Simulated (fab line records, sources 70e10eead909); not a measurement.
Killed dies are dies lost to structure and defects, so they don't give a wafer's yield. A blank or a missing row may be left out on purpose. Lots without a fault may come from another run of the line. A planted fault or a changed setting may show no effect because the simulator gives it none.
Chamber matching | flow nand_harc | NHARC_A_CONTACT_DEP_29 on pecvd-01: 3 sister chambers
The step deposits SiON, target thk 100 nm. 16 wafers are shown with their chamber, then 8 later ones without.

WAFERS WITH THEIR CHAMBER
wafer  | chamber | heater_power_w (W)
L074.3 | 1       | 798
L074.5 | 0       | 587
L074.6 | 2       | 616
L077.1 | 0       | 620
L077.5 | 0       | 625
L077.6 | 2       | 639
L082.4 | 1       | 862
L082.5 | 2       | 626
L082.6 | 0       | 664
L085.1 | 2       | 687
L085.4 | 2       | 705
L085.6 | 1       | 815
L086.1 | 2       | 585
L086.2 | 1       | 829
L086.6 | 0       | 578
L088.1 | 2       | 709

SIGNATURES (means of the wafers above)
reading        | chamber 0 | chamber 1 | chamber 2 | scatter within a chamber
heater_power_w | 614.80    | 826.00    | 652.43    | 40
Rule: a wafer's distance from a chamber is the root of the sum, over the readings, of the square of ((its reading less the chamber's mean) divided by the reading's scatter). The wafer belongs to the nearest chamber; if the next one is less than 2 further off, it can't be placed. The scatter: the root of (the sum of the squares of (reading less its chamber's mean) over the shown wafers, divided by (wafers less chambers)).

WAFERS WITHOUT THEIR CHAMBER
wafer  | heater_power_w (W)
L088.2 | 900
L088.4 | 705
L091.1 | 697
L091.4 | 665
L091.6 | 705
L095.2 | 602
L095.4 | 693
L095.5 | 858

WHICH CHAMBER EACH WENT THROUGH
wafer  | from the rows above          | in truth
L088.2 | 1                            | 1
L088.4 | can't be placed: 2 or 0 or 1 | 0
L091.1 | can't be placed: 2 or 0      | 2
L091.4 | can't be placed: 2 or 0      | 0
L091.6 | can't be placed: 2 or 0 or 1 | 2
L095.2 | can't be placed: 0 or 2      | 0
L095.4 | can't be placed: 2 or 0      | 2
L095.5 | 1                            | 1
Placed correctly: 2 of 8. Can't be placed from these rows: 6 (the true chamber is among the candidates in 6). Placed wrongly: 0.
